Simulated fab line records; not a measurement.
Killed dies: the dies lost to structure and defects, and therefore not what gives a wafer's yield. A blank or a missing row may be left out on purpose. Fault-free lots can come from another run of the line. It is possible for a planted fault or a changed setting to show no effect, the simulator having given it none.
fab line records	flow n5_finfet
[record] lots = 24	wafers = 72	last_day = 18
route steps=1938 shown MOL_CONTACT_COAG@577 BEOL_M0_SAQP@633
lots with no fault: from the same line, run without faults
start_h: start of the lot's first displayed wafer, in hours after the record's first day	wait_h: hours from the lot's prior step to this one	" as in the row above	L1.1+2: one row covering several wafers at once	- no value present, or no start provided	* or withheld: withheld	< > ~ a bound
route shown NAME@n: NAME is a module with steps in the file, n the number in the route of the first one	usual: the fault-free wafers' mean and standard deviation	same: alike in all rows	chamber/n: place in a boat	sites: readings site by site	_std_site: their standard deviation	_edge_site: outer sites' mean less inner sites'	radius_mm: for every site, how far away it sits from the centre of the wafer	mask NAME#n: copy n	behind: the most recent tool/chamber to have shaped the wafer	hold: cause of the lot's hold/its duration in hours/its outcome	device: whichever transistor did not switch (one of n, p or np)	end of line: the same wafers' tests at the end of the route	a step with no rows: only its recipe	killed: the dies lost at the first sort to structure and to defects; this is not the yield of the wafer	map: dies across one wafer; x = killed, . = not, _ = none there
set.NAME: the run value of the setting; set.NAME@STEP: its run value at that earlier step	model.NAME: the simulator's own value behind a step, which no gauge read
steps of the route over a sample of lots; a table a step, a row a wafer
services: when a tool's chamber went out of use (start_h, in hours from the record's first day, below 0 if earlier), for how many hours, and the reason
[[steps]]
[step N5_MOL_CONTACT_COAG_ETCH_89]
[recipe] chemistry = N2/H2	target = underlayer	target_depth_a = 130	mask_material = CAR-EUV	time_s = 10.4	ion_energy_ev = 200	pressure_mtorr = 30	source_w = 840	bias_w = 150	n2_flow_sccm = 200	h2_flow_sccm = 200	ends = cleared
[usual] chamber_pressure_mTorr = 30.00/0.033	drypump_motor_current_A = 6.0/0.51	etch_rf_on_time_s = 10.34/0.25	oes_product_au = 0.68/0.08	rf_vpp_V = 525.0/2.9	showerhead_plenum_p_Torr = 2.59/0.098	throttle_valve_pct = 17.78/0.22
lot.wafer	tool	chamber	start_h	wait_h	chamber_pressure_mTorr	drypump_motor_current_A	etch_rf_on_time_s	oes_product_au	rf_hours_counter_h	rf_vpp_V	showerhead_plenum_p_Torr	throttle_valve_pct
L074.2	rie_diel-02	0	101.10	0.0	29.98	6.3	10.35	0.62	178	527.6	2.63	17.48
L074.5	"	0	"	"	30.00	6.3	10.45	0.62	-	525.8	2.63	17.52
L074.6	"	3	"	"	30.00	6.0	10.20	0.84	-	528.3	2.70	17.69
L075.2	rie_diel-02	0	103.26	0.0	30.03	6.3	10.47	0.62	179	525.4	2.63	17.51
L075.3	"	3	"	"	29.99	6.0	10.24	0.83	7	527.6	2.70	17.67
L075.5	"	2	"	"	29.99	5.7	10.14	0.73	-	522.1	2.59	17.98
L076.1	rie_diel-05	0	112.50	0.0	29.95	5.6	10.42	0.60	220	524.8	2.60	18.02
L076.2	"	1	"	"	29.97	6.5	10.37	0.62	179	523.4	2.54	17.53
L076.5	"	1	"	"	30.00	6.5	10.42	0.62	-	522.3	2.54	17.52
L077.1	rie_diel-01	1	117.08	0.0	30.02	6.1	9.88	0.73	70	528.8	2.69	17.90
L077.2	"	3	"	"	29.96	5.1	9.97	0.77	32	523.8	2.49	17.48
L077.5	"	2	"	"	29.98	4.9	10.48	0.61	-	520.1	2.44	17.90
L078.1	rie_diel-01	0	122.52	0.0	29.99	6.8	10.58	0.64	147	523.8	2.53	17.77
L078.4	"	2	"	"	29.97	4.9	10.58	0.62	172	521.7	2.44	17.93
L078.6	"	0	"	"	30.02	6.8	10.61	0.64	-	522.4	2.53	17.75
L079.2	rie_diel-05	2	131.20	0.0	30.02	5.6	10.78	0.61	170	527.3	2.64	18.08
L079.3	"	0	"	"	30.00	5.6	10.52	0.59	226	525.1	2.60	18.05
L079.4	"	1	"	"	29.99	6.5	10.51	0.62	186	522.5	2.54	17.55
L080.1	rie_diel-02	1	140.64	0.0	29.96	6.5	10.44	0.82	9	527.3	2.71	17.45
L080.3	"	0	"	"	30.07	6.3	10.42	0.62	192	525.8	2.62	17.53
L080.4	"	2	"	"	29.97	5.7	10.28	0.71	73	524.7	2.59	18.00
L081.2	rie_diel-02	0	142.88	0.0	30.01	6.2	10.30	0.62	193	525.9	2.62	17.51
L081.5	"	3	"	"	30.00	6.0	10.15	0.81	-	529.4	2.70	17.69
L081.6	"	2	"	"	30.06	5.7	10.14	0.70	-	524.9	2.59	18.01
L082.1	rie_diel-01	1	144.76	0.0	29.99	6.2	10.18	0.71	81	528.2	2.69	17.91
L082.5	"	0	"	"	30.03	6.8	10.65	0.63	-	522.2	2.53	17.78
L082.6	"	1	"	"	30.08	6.2	10.19	0.71	-	527.3	2.69	17.93
L083.1	rie_diel-02	1	152.86	0.0	30.01	6.5	10.45	0.80	13	528.4	2.71	17.46
L083.3	"	0	"	"	30.00	6.2	10.44	0.61	196	527.2	2.62	17.55
L083.4	"	2	"	"	29.96	5.6	10.05	0.71	77	526.1	2.59	18.01
L084.1	rie_diel-02	0	159.71	0.0	30.02	6.3	10.40	0.61	199	526.1	2.62	17.54
L084.3	"	1	"	"	29.99	6.5	10.66	0.79	15	528.7	2.71	17.46
L084.6	"	0	"	"	30.00	6.3	10.45	0.61	-	526.0	2.62	17.55
L085.1	rie_diel-02	3	164.83	0.0	29.96	6.0	10.17	0.79	29	527.6	2.69	17.70
L085.3	"	0	"	"	29.99	6.2	10.35	0.61	200	526.0	2.62	17.53
L085.6	"	0	"	"	30.01	6.2	10.44	0.61	-	526.3	2.62	17.54
L086.3	rie_diel-05	3	174.36	0.0	30.01	6.2	9.74	0.62	232	519.4	2.40	17.83
L086.4	"	1	"	"	30.03	6.5	10.50	0.61	200	522.4	2.53	17.54
L086.5	"	2	"	"	30.04	5.6	10.51	0.62	-	526.1	2.63	18.11
L087.1	rie_diel-02	2	176.70	0.0	30.06	5.6	10.16	0.70	85	523.5	2.58	18.03
L087.4	"	1	"	"	29.98	6.5	10.48	0.78	20	530.3	2.71	17.49
L087.5	"	2	"	"	30.01	5.7	10.24	0.69	-	524.4	2.58	18.00
L088.1	rie_diel-02	3	183.15	0.0	30.01	6.0	10.37	0.77	35	529.0	2.69	17.71
L088.3	"	0	"	"	29.99	6.3	10.35	0.61	206	525.4	2.62	17.57
L088.6	"	3	"	"	30.05	6.0	10.17	0.78	-	528.0	2.69	17.73
L089.1	rie_diel-05	3	192.98	0.0	29.94	6.2	9.92	0.61	238	519.7	2.40	17.84
L089.3	"	2	"	"	30.01	5.6	10.65	0.60	191	526.8	2.63	18.14
L089.5	"	3	"	"	29.98	6.2	9.85	0.62	-	519.8	2.40	17.87
L090.2	rie_diel-02	2	196.14	0.0	30.00	5.7	10.23	0.68	93	524.8	2.58	18.05
L090.4	"	1	"	"	29.99	6.5	10.61	0.76	28	527.2	2.70	17.50
L090.6	"	0	"	"	30.03	6.3	10.31	0.60	-	526.6	2.62	17.57
L091.1	rie_diel-01	1	203.83	0.0	29.95	6.1	10.16	0.69	102	527.6	2.68	17.94
L091.5	"	2	"	"	30.00	4.9	10.73	0.59	-	520.0	2.42	17.96
L091.6	"	1	"	"	29.96	6.1	10.08	0.70	-	528.0	2.68	17.97
L092.4	rie_diel-05	2	207.03	0.0	29.94	5.6	10.75	0.60	-	526.6	2.63	18.14
L092.5	"	3	"	"	30.03	6.2	9.95	0.61	-	518.8	2.39	17.86
L092.6	"	1	"	"	30.01	6.5	10.63	0.59	-	522.0	2.53	17.56
L093.2	rie_diel-05	2	213.03	0.0	30.01	5.6	10.71	0.60	199	526.4	2.63	18.14
L093.4	"	3	"	"	30.06	6.2	9.91	0.60	-	519.0	2.39	17.86
L093.5	"	2	"	"	29.97	5.6	10.68	0.60	-	527.1	2.63	18.15
L094.2	rie_diel-01	1	218.36	0.0	29.99	6.2	10.02	0.70	107	526.9	2.68	17.97
L094.4	"	3	"	"	30.03	5.1	10.30	0.71	66	522.2	2.48	17.55
L094.6	"	2	"	"	30.04	4.9	10.68	0.59	-	520.2	2.42	17.98
L095.1	rie_diel-01	2	220.48	0.0	29.98	4.9	10.57	0.60	207	519.0	2.42	17.98
L095.4	"	0	"	"	30.00	6.8	10.56	0.62	182	524.4	2.52	17.84
L095.5	"	2	"	"	29.97	4.9	10.60	0.60	-	520.9	2.42	17.98
L096.2	rie_diel-05	0	233.94	0.0	29.96	5.6	10.08	0.86	3	525.6	2.59	17.70
L096.4	"	0	"	"	29.94	5.6	10.24	0.87	-	526.0	2.59	17.70
L096.6	"	1	"	"	30.06	6.5	10.54	0.59	-	521.8	2.52	17.61
L097.4	rie_diel-02	1	239.04	0.0	29.94	6.5	10.47	0.75	41	527.7	2.70	17.51
L097.5	"	1	"	"	30.01	6.5	10.41	0.76	-	528.6	2.70	17.50
L097.6	"	0	"	"	30.03	6.2	10.44	0.59	-	526.6	2.61	17.59
[step N5_MOL_CONTACT_COAG_CD_MEAS_40]
[recipe] target_cd_nm = 25.1	landing_energy_ev = 500	detector = se_inlens	polarity = opening
[usual] cd_nm = 25.03/0.23
lot.wafer	tool	chamber	start_h	wait_h	cd_nm
L074.2	cd_sem-01	0	102.41	-	24.80
L074.5	"	0	"	"	24.61
L074.6	"	0	"	"	25.30
L075.2	cd_sem-02	0	104.47	-	24.77
L075.3	"	0	"	"	24.98
L075.5	"	0	"	"	24.70
L076.1	cd_sem-03	0	113.76	-	25.10
L076.2	"	0	"	"	25.10
L076.5	"	0	"	"	24.99
L077.1	cd_sem-02	0	118.29	-	24.58
L077.2	"	0	"	"	25.03
L077.5	"	0	"	"	24.84
L078.1	cd_sem-01	0	123.61	-	24.67
L078.4	"	0	"	"	24.58
L078.6	"	0	"	"	24.55
L079.2	cd_sem-03	0	132.47	-	25.22
L079.3	"	0	"	"	25.48
L079.4	"	0	"	"	25.30
L080.1	cd_sem-03	0	141.77	-	25.03
L080.3	"	0	"	"	24.85
L080.4	"	0	"	"	24.90
L081.2	cd_sem-01	0	143.99	-	24.90
L081.5	"	0	"	"	24.79
L081.6	"	0	"	"	24.87
L082.1	cd_sem-03	0	146.00	-	24.74
L082.5	"	0	"	"	24.96
L082.6	"	0	"	"	24.99
L083.1	cd_sem-03	0	153.95	-	24.67
L083.3	"	0	"	"	25.10
L083.4	"	0	"	"	25.47
L084.1	cd_sem-01	0	160.81	-	25.60
L084.3	"	0	"	"	24.96
L084.6	"	0	"	"	25.10
L085.1	cd_sem-01	0	166.05	-	24.90
L085.3	"	0	"	"	25.13
L085.6	"	0	"	"	24.89
L086.3	cd_sem-03	0	175.84	-	25.30
L086.4	"	0	"	"	25.25
L086.5	"	0	"	"	25.19
L087.1	cd_sem-03	0	177.92	-	24.88
L087.4	"	0	"	"	24.97
L087.5	"	0	"	"	24.82
L088.1	cd_sem-02	0	184.37	-	25.18
L088.3	"	0	"	"	25.24
L088.6	"	0	"	"	25.43
L089.1	cd_sem-03	0	194.21	-	24.76
L089.3	"	0	"	"	24.78
L089.5	"	0	"	"	25.09
L090.2	cd_sem-02	0	197.23	-	25.38
L090.4	"	0	"	"	25.23
L090.6	"	0	"	"	25.00
L091.1	cd_sem-01	0	206.09	-	24.94
L091.5	"	0	"	"	25.32
L091.6	"	0	"	"	24.89
L092.4	cd_sem-01	0	208.14	-	25.18
L092.5	"	0	"	"	25.29
L092.6	"	0	"	"	25.16
L093.2	cd_sem-01	0	214.35	-	25.08
L093.4	"	0	"	"	25.08
L093.5	"	0	"	"	25.10
L094.2	cd_sem-02	0	219.47	-	24.90
L094.4	"	0	"	"	24.75
L094.6	"	0	"	"	24.67
L095.1	cd_sem-02	0	221.58	-	24.92
L095.4	"	0	"	"	25.12
L095.5	"	0	"	"	25.21
L096.2	cd_sem-01	0	235.13	-	25.17
L096.4	"	0	"	"	25.56
L096.6	"	0	"	"	25.01
L097.4	cd_sem-02	0	240.32	-	24.84
L097.5	"	0	"	"	24.39
L097.6	"	0	"	"	24.93
[step N5_MOL_CONTACT_COAG_STRIP_49]
[recipe] chemistry = N2/H2	time_s = 30	power_w = 1000	temp_c = 250	pressure_mtorr = withheld	n2_flow_sccm = 1750	h2_flow_sccm = 3250
[usual] drypump_motor_current_A = 5.7/0.55	heater_power_w = 314/16
lot.wafer	tool	chamber	start_h	wait_h	drypump_motor_current_A	heater_power_w	rf_hours_counter_h
L074.2	plasma_asher-01	1	103.21	-	6.3	302	85
L074.5	"	0	"	"	5.3	336	-
L074.6	"	1	"	"	6.3	296	-
L075.2	plasma_asher-01	0	105.48	-	5.3	340	85
L075.3	"	0	"	"	5.3	344	-
L075.5	"	1	"	"	6.3	298	-
L076.1	plasma_asher-01	1	114.71	-	6.3	298	87
L076.2	"	0	"	"	5.3	342	87
L076.5	"	1	"	"	6.3	299	-
L077.1	plasma_asher-01	0	119.75	-	5.3	340	89
L077.2	"	1	"	"	6.3	300	89
L077.5	"	1	"	"	6.3	306	-
L078.1	plasma_asher-02	1	124.41	-	5.0	307	53
L078.4	"	1	"	"	4.9	304	-
L078.6	"	0	"	"	6.1	305	-
L079.2	plasma_asher-02	1	133.55	-	4.9	309	54
L079.3	"	0	"	"	6.1	307	-
L079.4	"	1	"	"	5.0	310	-
L080.1	plasma_asher-02	0	142.77	-	6.1	310	56
L080.3	"	0	"	"	6.1	306	-
L080.4	"	1	"	"	5.0	303	-
L081.2	plasma_asher-01	1	145.32	-	6.3	295	94
L081.5	"	1	"	"	6.3	307	-
L081.6	"	0	"	"	5.3	337	-
L082.1	plasma_asher-02	0	147.00	-	6.1	302	57
L082.5	"	0	"	"	6.1	310	-
L082.6	"	1	"	"	5.0	310	-
L083.1	plasma_asher-02	1	154.76	-	5.0	300	58
L083.3	"	1	"	"	5.0	308	-
L083.4	"	0	"	"	6.1	312	-
L084.1	plasma_asher-01	0	161.91	-	5.3	340	98
L084.3	"	1	"	"	6.3	303	-
L084.6	"	1	"	"	6.3	299	-
L085.1	plasma_asher-01	1	166.84	-	6.3	301	98
L085.3	"	0	"	"	5.3	340	-
L085.6	"	1	"	"	6.3	301	-
L086.3	plasma_asher-01	1	176.97	-	6.3	298	-
L086.4	"	0	"	"	5.3	331	-
L086.5	"	0	"	"	5.3	344	-
L087.1	plasma_asher-01	0	178.88	-	5.3	331	100
L087.4	"	1	"	"	6.3	289	-
L087.5	"	0	"	"	5.3	337	-
L088.1	plasma_asher-01	1	185.39	-	6.3	302	102
L088.3	"	1	"	"	6.3	300	-
L088.6	"	1	"	"	6.3	297	-
L089.1	plasma_asher-02	0	195.01	-	6.1	320	67
L089.3	"	0	"	"	6.1	309	-
L089.5	"	0	"	"	6.1	311	-
L090.2	plasma_asher-02	1	198.08	-	5.0	315	68
L090.4	"	1	"	"	5.0	304	-
L090.6	"	1	"	"	5.0	300	-
L091.1	plasma_asher-02	1	207.04	-	5.0	311	69
L091.5	"	1	"	"	5.0	300	-
L091.6	"	0	"	"	6.1	308	-
L092.4	plasma_asher-02	0	208.95	-	6.1	302	-
L092.5	"	0	"	"	6.1	310	-
L092.6	"	1	"	"	4.9	310	-
L093.2	plasma_asher-02	0	215.84	-	6.1	303	71
L093.4	"	0	"	"	6.1	316	-
L093.5	"	0	"	"	6.1	311	-
L094.2	plasma_asher-01	0	220.33	-	5.3	330	109
L094.4	"	1	"	"	6.3	298	-
L094.6	"	1	"	"	6.3	307	-
L095.1	plasma_asher-02	1	222.76	-	5.0	309	72
L095.4	"	1	"	"	4.9	314	-
L095.5	"	1	"	"	4.9	299	-
L096.2	plasma_asher-01	1	235.94	-	6.3	300	112
L096.4	"	0	"	"	5.3	337	-
L096.6	"	1	"	"	6.3	302	-
L097.4	plasma_asher-01	0	242.20	-	5.3	337	-
L097.5	"	1	"	"	6.3	306	-
L097.6	"	0	"	"	5.2	340	-
[step N5_BEOL_M0_SAQP_ILD_DEP_01]
[recipe] material = SiOC	target_thk_a = 454.19	temp_c = 350	precursor = DEMS/O2	pressure_torr = 5	rf_w = 500	time_s = 8.7
[usual] heater_power_w = 481/53	showerhead_plenum_p_Torr = 5.704/0.016	throttle_valve_pct = 12.1/0.83
lot.wafer	tool	chamber	start_h	wait_h	heater_power_w	showerhead_plenum_p_Torr	throttle_valve_pct
L074.2	pecvd-03	2	107.57	0.0	433	5.686	11.3
L074.5	"	0	"	"	566	5.693	11.2
L074.6	"	1	"	"	499	5.721	11.6
L075.2	pecvd-01	1	110.57	0.0	375	5.730	12.9
L075.3	"	2	"	"	527	5.708	10.7
L075.5	"	2	"	"	538	5.695	10.6
L076.1	pecvd-01	1	119.02	0.0	439	5.695	13.1
L076.2	"	2	"	"	491	5.714	10.9
L076.5	"	2	"	"	506	5.704	10.5
L077.1	pecvd-03	1	124.05	0.0	507	5.742	12.0
L077.2	"	2	"	"	438	5.678	11.4
L077.5	"	1	"	"	499	5.728	11.7
L078.1	pecvd-04	1	128.72	0.0	423	5.687	12.2
L078.4	"	0	"	"	445	5.710	12.3
L078.6	"	1	"	"	431	5.683	12.4
L079.2	pecvd-04	1	137.85	0.0	468	5.688	12.4
L079.3	"	0	"	"	468	5.705	12.0
L079.4	"	1	"	"	452	5.680	12.3
L080.1	pecvd-01	1	147.07	0.0	407	5.725	13.2
L080.3	"	2	"	"	526	5.710	10.6
L080.4	"	1	"	"	398	5.720	13.0
L081.2	pecvd-01	0	150.09	0.0	461	5.721	13.0
L081.5	"	2	"	"	526	5.714	10.3
L081.6	"	1	"	"	424	5.726	13.0
L082.1	pecvd-01	1	153.07	0.0	385	5.713	12.8
L082.5	"	2	"	"	515	5.703	10.8
L082.6	"	1	"	"	386	5.717	13.3
L083.1	pecvd-01	2	159.07	0.0	531	5.693	10.8
L083.3	"	0	"	"	448	5.712	13.4
L083.4	"	0	"	"	468	5.708	13.3
L084.1	pecvd-04	0	166.21	0.0	455	5.711	12.3
L084.3	"	2	"	"	525	5.696	12.1
L084.6	"	2	"	"	547	5.700	11.9
L085.1	pecvd-03	2	171.15	0.0	417	5.690	11.7
L085.3	"	0	"	"	501	5.709	11.4
L085.6	"	0	"	"	516	5.685	11.4
L086.3	pecvd-01	2	181.26	0.0	479	5.699	10.8
L086.4	"	2	"	"	505	5.709	10.6
L086.5	"	1	"	"	374	5.725	13.1
L087.1	pecvd-04	2	184.26	0.0	572	5.682	12.2
L087.4	"	2	"	"	567	5.707	11.8
L087.5	"	0	"	"	482	5.688	12.4
L088.1	pecvd-04	0	189.74	0.0	451	5.698	12.4
L088.3	"	2	"	"	527	5.698	12.1
L088.6	"	0	"	"	443	5.711	12.4
L089.1	pecvd-03	2	199.58	0.0	361	5.696	11.7
L089.3	"	0	"	"	567	5.691	11.4
L089.5	"	2	"	"	366	5.685	11.5
L090.2	pecvd-03	0	202.62	0.0	543	5.683	11.6
L090.4	"	0	"	"	571	5.689	11.5
L090.6	"	1	"	"	504	5.725	12.2
L091.1	pecvd-01	2	211.34	0.0	558	5.696	10.8
L091.5	"	1	"	"	429	5.716	13.0
L091.6	"	0	"	"	458	5.708	13.3
L092.4	pecvd-04	2	214.35	0.0	532	5.692	12.2
L092.5	"	0	"	"	488	5.705	12.0
L092.6	"	1	"	"	441	5.695	12.2
L093.2	pecvd-01	1	220.16	0.0	435	5.715	13.0
L093.4	"	0	"	"	501	5.716	13.1
L093.5	"	2	"	"	476	5.703	10.7
L094.2	pecvd-01	0	224.65	0.0	465	5.712	13.2
L094.4	"	2	"	"	539	5.696	10.6
L094.6	"	0	"	"	447	5.711	13.0
L095.1	pecvd-03	0	227.66	0.0	498	5.696	11.3
L095.4	"	1	"	"	508	5.726	11.7
L095.5	"	1	"	"	504	5.742	12.2
L096.2	pecvd-03	0	240.33	0.0	482	5.686	11.5
L096.4	"	0	"	"	486	5.690	11.4
L096.6	"	1	"	"	564	5.728	12.2
L097.4	pecvd-03	2	246.50	0.0	433	5.682	11.2
L097.5	"	0	"	"	508	5.697	11.7
L097.6	"	1	"	"	553	5.720	12.5
[step N5_BEOL_M0_SAQP_CD_MEAS_14]
[recipe] target_cd_nm = 42.5	landing_energy_ev = 500	detector = se_inlens
[usual] cd_nm = 42.4/0.36
lot.wafer	tool	chamber	start_h	wait_h	cd_nm
L074.2	cd_sem-01	0	109.13	-	42.0
L074.5	"	0	"	"	42.7
L074.6	"	0	"	"	42.5
L075.2	cd_sem-02	0	113.97	-	42.5
L075.3	"	0	"	"	42.6
L075.5	"	0	"	"	42.8
L076.1	cd_sem-01	0	120.09	-	42.9
L076.2	"	0	"	"	42.0
L076.5	"	0	"	"	42.8
L077.1	cd_sem-01	0	127.81	-	42.2
L077.2	"	0	"	"	42.0
L077.5	"	0	"	"	42.4
L078.1	cd_sem-03	0	131.36	-	41.9
L078.4	"	0	"	"	42.6
L078.6	"	0	"	"	42.2
L079.2	cd_sem-02	0	139.33	-	42.1
L079.3	"	0	"	"	41.5
L079.4	"	0	"	"	42.1
L080.1	cd_sem-03	0	148.06	-	42.5
L080.3	"	0	"	"	42.5
L080.4	"	0	"	"	42.5
L081.2	cd_sem-02	0	152.31	-	42.8
L081.5	"	0	"	"	42.8
L081.6	"	0	"	"	42.7
L082.1	cd_sem-02	0	154.47	-	42.0
L082.5	"	0	"	"	41.9
L082.6	"	0	"	"	41.9
L083.1	cd_sem-03	0	160.00	-	42.3
L083.3	"	0	"	"	42.4
L083.4	"	0	"	"	42.5
L084.1	cd_sem-03	0	169.70	-	42.9
L084.3	"	0	"	"	42.7
L084.6	"	0	"	"	42.6
L085.1	cd_sem-03	0	173.05	-	42.5
L085.3	"	0	"	"	42.5
L085.6	"	0	"	"	43.1
L086.3	cd_sem-01	0	182.67	-	42.3
L086.4	"	0	"	"	42.7
L086.5	"	0	"	"	42.3
L087.1	cd_sem-02	0	186.00	-	42.0
L087.4	"	0	"	"	41.7
L087.5	"	0	"	"	41.8
L088.1	cd_sem-03	0	191.15	-	42.0
L088.3	"	0	"	"	41.9
L088.6	"	0	"	"	42.6
L089.1	cd_sem-01	0	200.64	-	41.8
L089.3	"	0	"	"	42.5
L089.5	"	0	"	"	42.1
L090.2	cd_sem-02	0	203.67	-	42.7
L090.4	"	0	"	"	42.6
L090.6	"	0	"	"	42.6
L091.1	cd_sem-01	0	212.83	-	42.1
L091.5	"	0	"	"	42.3
L091.6	"	0	"	"	42.3
L092.4	cd_sem-01	0	217.08	-	42.2
L092.5	"	0	"	"	42.8
L092.6	"	0	"	"	43.2
L093.2	cd_sem-03	0	221.90	-	43.2
L093.4	"	0	"	"	42.2
L093.5	"	0	"	"	42.2
L094.2	cd_sem-02	0	225.82	-	42.4
L094.4	"	0	"	"	42.6
L094.6	"	0	"	"	42.0
L095.1	cd_sem-01	0	229.90	-	42.5
L095.4	"	0	"	"	42.5
L095.5	"	0	"	"	42.4
L096.2	cd_sem-02	0	241.28	-	42.6
L096.4	"	0	"	"	43.2
L096.6	"	0	"	"	43.1
L097.4	cd_sem-01	0	250.50	-	42.8
L097.5	"	0	"	"	42.4
L097.6	"	0	"	"	41.8
[step N5_BEOL_M0_SAQP_OVL_MEAS_15]
[recipe] points_per_wafer = 44
[usual] M0_CORE_OVL = 0.7/0.81
lot.wafer	tool	chamber	start_h	wait_h	M0_CORE_OVL[nm]
L074.2	overlay-02	0	109.16	0.0	1.1
L074.5	"	0	"	"	2.1
L074.6	"	0	"	"	1.7
L075.2	overlay-01	0	113.99	0.0	1.4
L075.3	"	0	"	"	1.4
L075.5	"	0	"	"	1.5
L076.1	overlay-01	0	120.12	0.0	-0.9
L076.2	"	0	"	"	-0.1
L076.5	"	0	"	"	0.0
L077.1	overlay-01	0	127.84	0.0	1.3
L077.2	"	0	"	"	1.4
L077.5	"	0	"	"	1.6
L078.1	overlay-01	0	131.39	0.0	0.5
L078.4	"	0	"	"	0.5
L078.6	"	0	"	"	1.2
L079.2	overlay-01	0	139.36	0.0	0.0
L079.3	"	0	"	"	1.3
L079.4	"	0	"	"	0.7
L080.1	overlay-02	0	148.10	0.0	0.9
L080.3	"	0	"	"	0.0
L080.4	"	0	"	"	0.3
L081.2	overlay-01	0	152.34	0.0	1.6
L081.5	"	0	"	"	0.0
L081.6	"	0	"	"	1.2
L082.1	overlay-01	0	154.50	0.0	1.4
L082.5	"	0	"	"	1.5
L082.6	"	0	"	"	0.2
L083.1	overlay-02	0	160.03	0.0	-1.0
L083.3	"	0	"	"	0.1
L083.4	"	0	"	"	0.4
L084.1	overlay-01	0	169.73	0.0	-1.6
L084.3	"	0	"	"	1.1
L084.6	"	0	"	"	0.3
L085.1	overlay-01	0	173.08	0.0	1.0
L085.3	"	0	"	"	-1.1
L085.6	"	0	"	"	0.9
L086.3	overlay-01	0	182.70	0.0	2.0
L086.4	"	0	"	"	1.0
L086.5	"	0	"	"	1.0
L087.1	overlay-02	0	186.03	0.0	1.5
L087.4	"	0	"	"	0.2
L087.5	"	0	"	"	1.6
L088.1	overlay-02	0	191.18	0.0	1.2
L088.3	"	0	"	"	1.2
L088.6	"	0	"	"	0.5
L089.1	overlay-02	0	200.67	0.0	0.3
L089.3	"	0	"	"	0.6
L089.5	"	0	"	"	1.1
L090.2	overlay-01	0	203.71	0.0	1.6
L090.4	"	0	"	"	0.9
L090.6	"	0	"	"	1.6
L091.1	overlay-01	0	212.86	0.0	0.9
L091.5	"	0	"	"	1.1
L091.6	"	0	"	"	1.8
L092.4	overlay-02	0	217.11	0.0	0.9
L092.5	"	0	"	"	0.9
L092.6	"	0	"	"	0.3
L093.2	overlay-02	0	221.93	0.0	2.0
L093.4	"	0	"	"	1.3
L093.5	"	0	"	"	2.4
L094.2	overlay-01	0	225.85	0.0	0.2
L094.4	"	0	"	"	0.0
L094.6	"	0	"	"	0.4
L095.1	overlay-01	0	229.93	0.0	-0.4
L095.4	"	0	"	"	-0.3
L095.5	"	0	"	"	0.3
L096.2	overlay-02	0	241.31	0.0	0.7
L096.4	"	0	"	"	0.1
L096.6	"	0	"	"	1.1
L097.4	overlay-01	0	250.53	0.0	-0.2
L097.5	"	0	"	"	-0.5
L097.6	"	0	"	"	-0.1
[[services]]
tool	chamber	start_h	hours	kind
pecvd-03	-	77.16	0.7	repair
rie_diel-02	3	78.32	-	clean
rie_diel-02	3	78.32	-	consumable_replace:focus_ring
rie_diel-02	3	78.32	-	consumable_replace:showerhead
rie_diel-02	3	78.32	12.3	scheduled_down
rie_diel-02	3	78.32	12.3	vent_cycle
pecvd-01	1	88.82	2.1	scheduled_down
rie_diel-02	1	90.78	3.3	repair
rie_diel-02	1	94.14	-	clean
rie_diel-02	1	94.14	-	consumable_replace:focus_ring
rie_diel-02	1	94.14	-	consumable_replace:showerhead
rie_diel-02	1	94.14	24.2	scheduled_down
rie_diel-02	1	94.14	24.2	vent_cycle
plasma_asher-02	-	104.20	2.8	pm
pecvd-04	0	105.45	5.5	repair
rie_diel-05	2	107.24	8.5	repair
pecvd-01	-	154.39	1.6	repair
rie_diel-01	3	165.61	6.2	repair
pecvd-03	-	186.52	0.8	repair
rie_diel-01	1	200.33	1.6	repair
pecvd-01	0	221.01	1.7	repair
pecvd-01	-	224.83	0.8	repair
pecvd-04	-	227.99	28.1	pm
pecvd-01	-	243.92	14.6	pm
[[key]]
fault none
